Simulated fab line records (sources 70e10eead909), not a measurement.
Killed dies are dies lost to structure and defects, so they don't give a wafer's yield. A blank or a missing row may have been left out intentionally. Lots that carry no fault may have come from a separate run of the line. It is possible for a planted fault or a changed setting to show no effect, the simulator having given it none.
Which of the tools did it? / flow nand_harc / Sampling: 13 lots, 39 wafers, 5 of 1302 route steps

== WHAT THE GAUGES SHOWED, per wafer ==
NHARC_A_BONDPAD_CD_MEAS_13. Usual: cd_nm reads 499.3 nm (standard deviation 1.8).
lot=L813; measured=day 23 06:53; on=cd_sem-03; cd_nm (nm)=502.2 500.6 500.6; flag=
lot=L815; measured=day 23 14:03; on=cd_sem-03; cd_nm (nm)=501.3 495.5 498.1; flag=
lot=L816; measured=day 24 03:06; on=cd_sem-03; cd_nm (nm)=496.9 497.8 499.1; flag=
lot=L817; measured=day 24 13:47; on=cd_sem-03; cd_nm (nm)=497.5 500.9 500.0; flag=
lot=L818; measured=day 24 20:25; on=cd_sem-01; cd_nm (nm)=497.5 500.7 498.3; flag=
lot=L819; measured=day 25 13:01; on=cd_sem-03; cd_nm (nm)=497.4 499.7 499.5; flag=
lot=L820; measured=day 26 06:26; on=cd_sem-02; cd_nm (nm)=502.1 500.7 502.4; flag=
lot=L822; measured=day 26 19:20; on=cd_sem-03; cd_nm (nm)=503.3 502.4 501.7; flag=
lot=L821; measured=day 26 20:35; on=cd_sem-03; cd_nm (nm)=499.6 499.3 497.9; flag=
lot=L824; measured=day 27 22:28; on=cd_sem-03; cd_nm (nm)=499.0 499.3 498.4; flag=
lot=L829; measured=day 29 17:47; on=cd_sem-02; cd_nm (nm)=500.5 500.1 497.3; flag=
lot=L831; measured=day 30 12:36; on=cd_sem-01; cd_nm (nm)=497.4 499.5 498.3; flag=
lot=L832; measured=day 30 17:13; on=cd_sem-02; cd_nm (nm)=494.6 495.3 496.5; flag=

NHARC_END_SORT_01. Usual: defect_limited_yield is 91.3 % with standard deviation 2.2, killed_at_array is 55 with standard deviation 15, killed_at_other is 1.0 with standard deviation 1.2, killed_at_periphery is 3.4 with standard deviation 2.2, killed_dies is 59 with standard deviation 15, killed_open is 3.2 with standard deviation 2, and killed_short is 2.5 with standard deviation 1.7.
lot=L813; measured=day 24 12:37; on=prober-02; defect_limited_yield (%)=90.3 94.8 94.4; killed_at_array=62 33 33; killed_at_other=1 1 1; killed_at_periphery=3 1 4; killed_dies=66 35 38; killed_open=4 2 6; killed_short=0 2 4; flag=
lot=L815; measured=day 24 20:31; on=prober-02; defect_limited_yield (%)=92.5 92.9 91.7; killed_at_array=47 47 51; killed_at_other=3 0 3; killed_at_periphery=1 1 2; killed_dies=51 48 56; killed_open=2 2 1; killed_short=4 0 1; flag=
lot=L816; measured=day 25 08:41; on=prober-01; defect_limited_yield (%)=96.0 90.7 92.0; killed_at_array=23 58 51; killed_at_other=0 0 0; killed_at_periphery=4 5 3; killed_dies=27 63 54; killed_open=0 5 7; killed_short=0 1 1; flag=
lot=L817; measured=day 26 00:08; on=prober-02; defect_limited_yield (%)=91.7 91.4 92.9; killed_at_array=53 57 43; killed_at_other=0 0 1; killed_at_periphery=3 1 4; killed_dies=56 58 48; killed_open=1 2 1; killed_short=2 2 1; flag=
lot=L818; measured=day 25 23:20; on=prober-01; defect_limited_yield (%)=86.9 91.9 91.1; killed_at_array=87 52 59; killed_at_other=0 0 0; killed_at_periphery=2 3 1; killed_dies=89 55 60; killed_open=6 3 1; killed_short=2 3 1; flag=
lot=L819; measured=day 26 20:17; on=prober-02; defect_limited_yield (%)=88.6 91.6 90.1; killed_at_array=76 54 63; killed_at_other=0 1 0; killed_at_periphery=1 2 4; killed_dies=77 57 67; killed_open=2 5 4; killed_short=3 3 2; flag=
lot=L820; measured=day 27 17:48; on=prober-01; defect_limited_yield (%)=93.1 95.4 94.2; killed_at_array=42 29 38; killed_at_other=0 0 0; killed_at_periphery=5 2 1; killed_dies=47 31 39; killed_open=8 2 6; killed_short=6 2 3; flag=
lot=L822; measured=day 28 01:58; on=prober-02; defect_limited_yield (%)=89.5 93.8 89.7; killed_at_array=62 33 60; killed_at_other=3 5 4; killed_at_periphery=6 4 6; killed_dies=71 42 70; killed_open=5 0 4; killed_short=2 3 0; flag=
lot=L821; measured=day 28 08:52; on=prober-01; defect_limited_yield (%)=87.3 89.7 88.5; killed_at_array=84 69 75; killed_at_other=0 0 1; killed_at_periphery=2 1 2; killed_dies=86 70 78; killed_open=3 4 4; killed_short=4 3 2; flag=
lot=L824; measured=day 29 06:23; on=prober-02; defect_limited_yield (%)=87.1 88.8 85.5; killed_at_array=81 70 93; killed_at_other=0 1 2; killed_at_periphery=6 5 3; killed_dies=87 76 98; killed_open=1 0 4; killed_short=3 5 2; flag=
lot=L829; measured=day 31 01:29; on=prober-02; defect_limited_yield (%)=91.4 91.3 90.5; killed_at_array=51 50 60; killed_at_other=0 2 1; killed_at_periphery=7 7 3; killed_dies=58 59 64; killed_open=4 2 3; killed_short=3 2 2; flag=
lot=L831; measured=day 31 19:05; on=prober-01; defect_limited_yield (%)=90.5 91.6 91.3; killed_at_array=63 51 54; killed_at_other=0 1 1; killed_at_periphery=1 5 4; killed_dies=64 57 59; killed_open=5 1 0; killed_short=5 6 2; flag=
lot=L832; measured=day 32 02:51; on=prober-01; defect_limited_yield (%)=90.8 89.1 91.7; killed_at_array=58 69 51; killed_at_other=3 2 2; killed_at_periphery=1 3 3; killed_dies=62 74 56; killed_open=2 1 1; killed_short=0 1 1; flag=

== WHAT TOOL EACH LOT RAN ON (gives the tool, then ch and the chambers of the sampled wafers, and finally the start) ==
lot=L813; NHARC_A_M1_DEP_33=pecvd-02 ch 0,2, day 23 04:37; NHARC_A_BONDPAD_ETCH_24=rie_diel-06 ch 0,1,2, day 23 07:07; NHARC_A_BONDPAD_ANNEAL_28=rtp_anneal-01 ch 0, day 23 08:16
lot=L815; NHARC_A_M1_DEP_33=pecvd-04 ch 0,2, day 23 11:44; NHARC_A_BONDPAD_ETCH_24=rie_diel-12 ch 1,2,3, day 23 14:17; NHARC_A_BONDPAD_ANNEAL_28=rtp_anneal-01 ch 0, day 23 15:24
lot=L816; NHARC_A_M1_DEP_33=pecvd-04 ch 0,2, day 24 00:48; NHARC_A_BONDPAD_ETCH_24=rie_diel-12 ch 2,3, day 24 03:21; NHARC_A_BONDPAD_ANNEAL_28=rtp_anneal-02 ch 0, day 24 04:38
lot=L817; NHARC_A_M1_DEP_33=pecvd-03 ch 0,2, day 24 11:17; NHARC_A_BONDPAD_ETCH_24=rie_diel-12 ch 1,2,3, day 24 14:07; NHARC_A_BONDPAD_ANNEAL_28=rtp_anneal-02 ch 0, day 24 15:22
lot=L818; NHARC_A_M1_DEP_33=pecvd-02 ch 0,1,2, day 24 18:06; NHARC_A_BONDPAD_ETCH_24=rie_diel-12 ch 2,3, day 24 20:40; NHARC_A_BONDPAD_ANNEAL_28=rtp_anneal-01 ch 0, day 24 21:53
lot=L819; NHARC_A_M1_DEP_33=pecvd-04 ch 0,1,2, day 25 10:46; NHARC_A_BONDPAD_ETCH_24=rie_diel-12 ch 0,2,3, day 25 13:14; NHARC_A_BONDPAD_ANNEAL_28=rtp_anneal-02 ch 0, day 25 14:28
lot=L820; NHARC_A_M1_DEP_33=pecvd-02 ch 0,1,2, day 26 04:11; NHARC_A_BONDPAD_ETCH_24=rie_diel-04 ch 0,1,3, day 26 06:40; NHARC_A_BONDPAD_ANNEAL_28=rtp_anneal-01 ch 0, day 26 07:57
lot=L822; NHARC_A_M1_DEP_33=pecvd-04 ch 0,1, day 26 17:01; NHARC_A_BONDPAD_ETCH_24=rie_diel-12 ch 0,1,2, day 26 19:34; NHARC_A_BONDPAD_ANNEAL_28=rtp_anneal-01 ch 0, day 26 20:44
lot=L821; NHARC_A_M1_DEP_33=pecvd-02 ch 0,1,2, day 26 18:23; NHARC_A_BONDPAD_ETCH_24=rie_diel-06 ch 0,1, day 26 20:48; NHARC_A_BONDPAD_ANNEAL_28=rtp_anneal-02 ch 0, day 26 22:05
lot=L824; NHARC_A_M1_DEP_33=pecvd-03 ch 1,2, day 27 20:20; NHARC_A_BONDPAD_ETCH_24=rie_diel-12 ch 2,3, day 27 22:41; NHARC_A_BONDPAD_ANNEAL_28=rtp_anneal-01 ch 0, day 27 23:53
lot=L829; NHARC_A_M1_DEP_33=pecvd-02 ch 0,1, day 29 15:26; NHARC_A_BONDPAD_ETCH_24=rie_diel-12 ch 0,2,3, day 29 18:01; NHARC_A_BONDPAD_ANNEAL_28=rtp_anneal-02 ch 0, day 29 19:09
lot=L831; NHARC_A_M1_DEP_33=pecvd-03 ch 0,1,2, day 30 10:17; NHARC_A_BONDPAD_ETCH_24=rie_diel-12 ch 0,1,3, day 30 12:50; NHARC_A_BONDPAD_ANNEAL_28=rtp_anneal-01 ch 0, day 30 14:01
lot=L832; NHARC_A_M1_DEP_33=pecvd-04 ch 0,1, day 30 14:57; NHARC_A_BONDPAD_ETCH_24=rie_diel-12 ch 1,2, day 30 17:26; NHARC_A_BONDPAD_ANNEAL_28=rtp_anneal-01 ch 0, day 30 18:39
- NHARC_A_M1_DEP_33: deposits SiCN, target thk 30 nm.
- NHARC_A_BONDPAD_ETCH_24: etches the open film in CF4/N2, target depth 30 nm, time 72.99 s.
- NHARC_A_BONDPAD_ANNEAL_28: time 90 s.

== AS READ BY THE TOOLS THEMSELVES (means over the sampled wafers that have a number; for cases with no such wafer, the mark the record gives instead) ==
NHARC_A_M1_DEP_33. Usual: heater_power_w reads 561 W (standard deviation 72).
lot=L813; tool=pecvd-02; heater_power_w (W)=669; flag=
lot=L815; tool=pecvd-04; heater_power_w (W)=510; flag=
lot=L816; tool=pecvd-04; heater_power_w (W)=505; flag=
lot=L817; tool=pecvd-03; heater_power_w (W)=490; flag=
lot=L818; tool=pecvd-02; heater_power_w (W)=605; flag=
lot=L819; tool=pecvd-04; heater_power_w (W)=602; flag=
lot=L820; tool=pecvd-02; heater_power_w (W)=539; flag=
lot=L822; tool=pecvd-04; heater_power_w (W)=526; flag=
lot=L821; tool=pecvd-02; heater_power_w (W)=598; flag=
lot=L824; tool=pecvd-03; heater_power_w (W)=640; flag=
lot=L829; tool=pecvd-02; heater_power_w (W)=474; flag=
lot=L831; tool=pecvd-03; heater_power_w (W)=580; flag=
lot=L832; tool=pecvd-04; heater_power_w (W)=574; flag=

NHARC_A_BONDPAD_ETCH_24. Usual: cf4_flow_sccm 49.99 sccm, standard deviation 0.15; drypump_motor_current_A 5.9 A, standard deviation 0.31; oes_product_au 0.992 a.u., standard deviation 0.012; rf_vpp_V 315.3 V, standard deviation 2.4; showerhead_plenum_p_Torr 2.70 Torr, standard deviation 0.13; throttle_valve_pct 19.795 %, standard deviation 0.0088.
lot=L813; tool=rie_diel-06; cf4_flow_sccm (sccm)=49.91; drypump_motor_current_A (A)=5.8; oes_product_au (a.u.)=1.000; rf_vpp_V (V)=316.9; showerhead_plenum_p_Torr (Torr)=2.76; throttle_valve_pct (%)=19.799; flag=
lot=L815; tool=rie_diel-12; cf4_flow_sccm (sccm)=49.92; drypump_motor_current_A (A)=5.8; oes_product_au (a.u.)=0.975; rf_vpp_V (V)=314.9; showerhead_plenum_p_Torr (Torr)=2.67; throttle_valve_pct (%)=19.800; flag=
lot=L816; tool=rie_diel-12; cf4_flow_sccm (sccm)=50.02; drypump_motor_current_A (A)=5.8; oes_product_au (a.u.)=0.983; rf_vpp_V (V)=314.4; showerhead_plenum_p_Torr (Torr)=2.66; throttle_valve_pct (%)=19.796; flag=
lot=L817; tool=rie_diel-12; cf4_flow_sccm (sccm)=49.93; drypump_motor_current_A (A)=5.8; oes_product_au (a.u.)=0.992; rf_vpp_V (V)=314.4; showerhead_plenum_p_Torr (Torr)=2.67; throttle_valve_pct (%)=19.792; flag=
lot=L818; tool=rie_diel-12; cf4_flow_sccm (sccm)=50.04; drypump_motor_current_A (A)=6.0; oes_product_au (a.u.)=0.988; rf_vpp_V (V)=313.6; showerhead_plenum_p_Torr (Torr)=2.56; throttle_valve_pct (%)=19.801; flag=
lot=L819; tool=rie_diel-12; cf4_flow_sccm (sccm)=50.15; drypump_motor_current_A (A)=5.9; oes_product_au (a.u.)=0.989; rf_vpp_V (V)=315.3; showerhead_plenum_p_Torr (Torr)=2.68; throttle_valve_pct (%)=19.800; flag=
lot=L820; tool=rie_diel-04; cf4_flow_sccm (sccm)=49.75; drypump_motor_current_A (A)=6.3; oes_product_au (a.u.)=0.993; rf_vpp_V (V)=314.0; showerhead_plenum_p_Torr (Torr)=2.66; throttle_valve_pct (%)=19.791; flag=
lot=L822; tool=rie_diel-12; cf4_flow_sccm (sccm)=50.12; drypump_motor_current_A (A)=5.7; oes_product_au (a.u.)=0.986; rf_vpp_V (V)=316.8; showerhead_plenum_p_Torr (Torr)=2.79; throttle_valve_pct (%)=19.802; flag=
lot=L821; tool=rie_diel-06; cf4_flow_sccm (sccm)=50.14; drypump_motor_current_A (A)=5.9; oes_product_au (a.u.)=1.008; rf_vpp_V (V)=315.5; showerhead_plenum_p_Torr (Torr)=2.73; throttle_valve_pct (%)=19.799; flag=
lot=L824; tool=rie_diel-12; cf4_flow_sccm (sccm)=50.08; drypump_motor_current_A (A)=6.0; oes_product_au (a.u.)=0.994; rf_vpp_V (V)=313.3; showerhead_plenum_p_Torr (Torr)=2.56; throttle_valve_pct (%)=19.795; flag=
lot=L829; tool=rie_diel-12; cf4_flow_sccm (sccm)=50.11; drypump_motor_current_A (A)=5.9; oes_product_au (a.u.)=1.000; rf_vpp_V (V)=315.7; showerhead_plenum_p_Torr (Torr)=2.68; throttle_valve_pct (%)=19.789; flag=
lot=L831; tool=rie_diel-12; cf4_flow_sccm (sccm)=49.90; drypump_motor_current_A (A)=5.9; oes_product_au (a.u.)=0.990; rf_vpp_V (V)=314.6; showerhead_plenum_p_Torr (Torr)=2.69; throttle_valve_pct (%)=19.796; flag=
lot=L832; tool=rie_diel-12; cf4_flow_sccm (sccm)=50.06; drypump_motor_current_A (A)=5.6; oes_product_au (a.u.)=0.986; rf_vpp_V (V)=317.3; showerhead_plenum_p_Torr (Torr)=2.77; throttle_valve_pct (%)=19.793; flag=

NHARC_A_BONDPAD_ANNEAL_28. Usual: wafer_temp_C_max reads 226.0 (standard deviation 0.39).
lot=L813 tool=rtp_anneal-01 wafer_temp_C_max=225.8 flag=
lot=L815 tool=rtp_anneal-01 wafer_temp_C_max=225.6 flag=
lot=L816 tool=rtp_anneal-02 wafer_temp_C_max=226.2 flag=
lot=L817 tool=rtp_anneal-02 wafer_temp_C_max=226.4 flag=
lot=L818 tool=rtp_anneal-01 wafer_temp_C_max=225.6 flag=
lot=L819 tool=rtp_anneal-02 wafer_temp_C_max=226.4 flag=
lot=L820 tool=rtp_anneal-01 wafer_temp_C_max=225.7 flag=
lot=L822 tool=rtp_anneal-01 wafer_temp_C_max=225.9 flag=
lot=L821 tool=rtp_anneal-02 wafer_temp_C_max=226.3 flag=
lot=L824 tool=rtp_anneal-01 wafer_temp_C_max=225.5 flag=
lot=L829 tool=rtp_anneal-02 wafer_temp_C_max=226.2 flag=
lot=L831 tool=rtp_anneal-01 wafer_temp_C_max=225.7 flag=
lot=L832 tool=rtp_anneal-01 wafer_temp_C_max=225.5 flag=

== THE ANSWER, worked out from the rows above alone ==
Rule: take the mean of a lot's wafers that have a number; if it is more than 3 standard deviations from the usual mean, the lot is off. Also off: a lot with no number at a reading for which 4 or more lots have one. All remaining lots with rows at the step are treated as sound. Order of review: gauges by route order, followed by the tools' own readings, for which a lot's mean as printed above is used. The first step at which some lot is off is used, and at that step the reading that is off furthest; a lot without a number counts as furthest.
No lot is off on any of the readings shown, so nothing can be concluded from this.

== WHAT THE SIMULATOR HAD INSERTED ==
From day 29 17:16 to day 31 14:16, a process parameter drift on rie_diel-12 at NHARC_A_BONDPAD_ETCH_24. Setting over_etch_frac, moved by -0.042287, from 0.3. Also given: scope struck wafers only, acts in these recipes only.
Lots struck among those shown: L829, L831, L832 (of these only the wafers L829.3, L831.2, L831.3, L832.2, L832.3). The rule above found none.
